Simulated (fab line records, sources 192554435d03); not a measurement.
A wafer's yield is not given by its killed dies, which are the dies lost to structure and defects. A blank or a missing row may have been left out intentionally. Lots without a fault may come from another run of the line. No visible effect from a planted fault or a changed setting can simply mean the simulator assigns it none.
A struck lot beside a sound one | flow n5-finfet | 37 steps out of a route of 1938
Sound: wafers L738.1, L738.3, L738.4. The struck wafers were L729.4, L729.5, L729.6. At the end, the cause is stated.
Per side, at each step with rows, come the tool, then ch with its chambers, and then its first start. Under that, the readings that differ: sound wafers | struck wafers | difference of the means | sigmas: that difference in standard deviations of wafers without a fault.
alike: readings whose means differ by less than 2 such deviations, and words and numbers that are the same on both sides. not compared: withheld readings, readings that some wafer has no value for, bounds like >300 that may hide the same value, and numbers for which the record gives no deviation and whose values overlap.
A row with sigmas, a row that says differs or no value, or rows on one side alone: a step with any of these is where the two part. Numbers that have no deviation but don't overlap get no sigmas and don't part them. A reading missing from all wafers of one side parts the sides only when that side holds two or more wafers.

first, 9 steps without rows for these wafers: N5_BEOL_M4_ANNEAL_95 (time 240 s); N5_BEOL_M4_SPUTTER_96 (material Cu, target thk 4.5 nm, time 8.29 s); N5_BEOL_M4_ECD_50 (material Cu, target thk 300 nm); N5_BEOL_M4_ANNEAL_51 (time 90 s); N5_BEOL_M4_CMP_52 (polishes, stops on SiOC, t overpolish 6.8 s, target thk 40 nm); N5_BEOL_M4_PRE_CLEAN_60 (time 15 s); N5_BEOL_M4_CO_CAP_55 (material Co, precursor CCTBA/H2, target thk 2 nm, time 102.1 s); N5_BEOL_M4_PRE_CLEAN_56 (time 15 s); N5_BEOL_M4_DEP_57 (deposits SiCN from 3MS/NH3, target thk 8 nm, time 14 s).
N5_BEOL_M4_RC_MEAS_101:
  sound on prober-02 ch 0, day 12 09:46; struck on prober-01 ch 0, day 10 05:58
  alike: DIBL_N, DIBL_P, IOFF_N, IOFF_P, ION_N, ION_P, SS_N, SS_P, VT_N, VT_P
then, 24 steps without rows for these wafers: N5_BEOL_M5_ILD_DEP_00 (deposits SiCOH lowk from DEMS/porogen, target thk 140.64 nm, time 25.9 s); N5_BEOL_M5_CURE_79 (cures SiCOH lowk, time 240 s); N5_BEOL_M5_PECVD_70 (deposits SiO2 from TEOS/O2, target thk 16 nm, time 18 s); N5_BEOL_M5_HM_DEP_02 (deposits TiN, target thk 20 nm); N5_BEOL_M5_COAT_59 (time 60 s, resist thk 60 nm); N5_BEOL_M5_COAT_60 (time 60 s, resist thk 12 nm); N5_BEOL_M5_COAT_71 (time 60 s, resist thk 5 nm); N5_BEOL_M5_COAT_05 (resist thk 30 nm); N5_BEOL_M5_EBR_07; N5_BEOL_M5_SOFTBAKE_06 (time 60 s); N5_BEOL_M5_EXPOSE_08 (exposes mask M5, target cd 28 nm); N5_BEOL_M5_PEB_09 (peb time 60 s); N5_BEOL_M5_DEVELOP_10 (develop time 30 s); N5_BEOL_M5_DESCUM_16 (chemistry O2, time 7 s); N5_BEOL_M5_ETCH_72 (etches underlayer in N2/H2, target depth 6.5 nm, time 5.2 s); N5_BEOL_M5_ETCH_61 (etches SiARC in CF4, target depth 15.6 nm, time 26 s); N5_BEOL_M5_ETCH_62 (etches SOC in N2/H2, target depth 75 nm, overetch 15 nm, time 112.5 s); N5_BEOL_M5_STRIP_63 (strips in N2/H2); N5_BEOL_M5_STRIP_73 (strips in N2/H2); N5_BEOL_M5_STRIP_64 (strips in CF4); N5_BEOL_M5_HM_OPEN_17 (chemistry Cl2/BCl3, target TiN, target depth 20 nm, overetch 6 nm); N5_BEOL_M5_STRIP_19 (strips in O2); N5_BEOL_M5_COAT_65 (time 60 s, resist thk 60 nm); N5_BEOL_M5_COAT_66 (time 60 s, resist thk 12 nm).
-- the record jumps here: 3 days lie between the struck wafers' starts before and after (it left off in module BEOL_M5 and takes up again in module BEOL_M13, whose first step shown is number 1700 of the route) --
N5_BEOL_M13_ETCH_38: etches SiCN in CF4/N2, target depth 67.5 nm, time 71.9 s.
  sound on rie-diel-04 ch 0,1,2, day 15 13:24; struck on rie-diel-01 ch 0,1, day 13 05:35
  no value came back on the struck wafers for any of 9 readings (bias-w (W), cf4-flow-sccm (sccm) and others); on the sound wafers bias-w (W) reads 70.27 70.11 70.01
  reading                                       | sound             | struck          | difference | sigmas
  model.SiOC_of_BEOL_M13_ILD_DEP_00.thk-nm (nm) | 781.6 780.4 800.6 | 831.4 845.4 852 | +55.4      |
N5_BEOL_M13_CMP_49: polishes, stops on SiOC, t overpolish 17.1 s, target thk 420 nm.
  sound on cmp-04 ch 0,2,3, day 15 14:40; struck on cmp-04 ch 2,3, day 13 07:04
  reading                                       | sound             | struck          | difference | sigmas
  model.SiOC_of_BEOL_M13_ILD_DEP_00.thk-nm (nm) | 771.6 770.4 790.6 | 821.4 835.4 842 | +55.4      |
  alike: motor-current-A
N5_PASSIVATION_PROBE_49:
  struck on prober-02, day 14 08:12; sound on prober-01, day 16 22:37
  reading                  | sound          | struck         | difference | sigmas
  defect-limited-yield (%) | 89.5 89.2 93.4 | 0 0 0          | -91        | -60
  killed_at_M4_up          | 17 14 16       | 1092 1094 1096 | +1078      | +99 or more
  killed-dies              | 124 127 78     | 1180 1180 1180 | +1070      | +59
  killed-on-rim            | 16 13 13       | 152 152 152    | +138       | +36
  sort_bin_5_function (%)  | 7.5 7.3 4.0    | 96.7 96.4 96.9 | +90.4      | +90
  sort-n-pass              | 1056 1053 1102 | 0 0 0          | -1070      | -56
  sort-yield-pct (%)       | 89.5 89.2 93.4 | 0 0 0          | -91        | -57
  alike: killed_at_M0_to_M3, killed-at-contacts, killed-at-front-end, killed-at-other, killed-open, killed-short, sort_bin_6_memory

WHERE THEY PART
First at N5_BEOL_M13_ETCH_38; last, within this record, at N5_PASSIVATION_PROBE_49.

WHY: what the simulator had put in
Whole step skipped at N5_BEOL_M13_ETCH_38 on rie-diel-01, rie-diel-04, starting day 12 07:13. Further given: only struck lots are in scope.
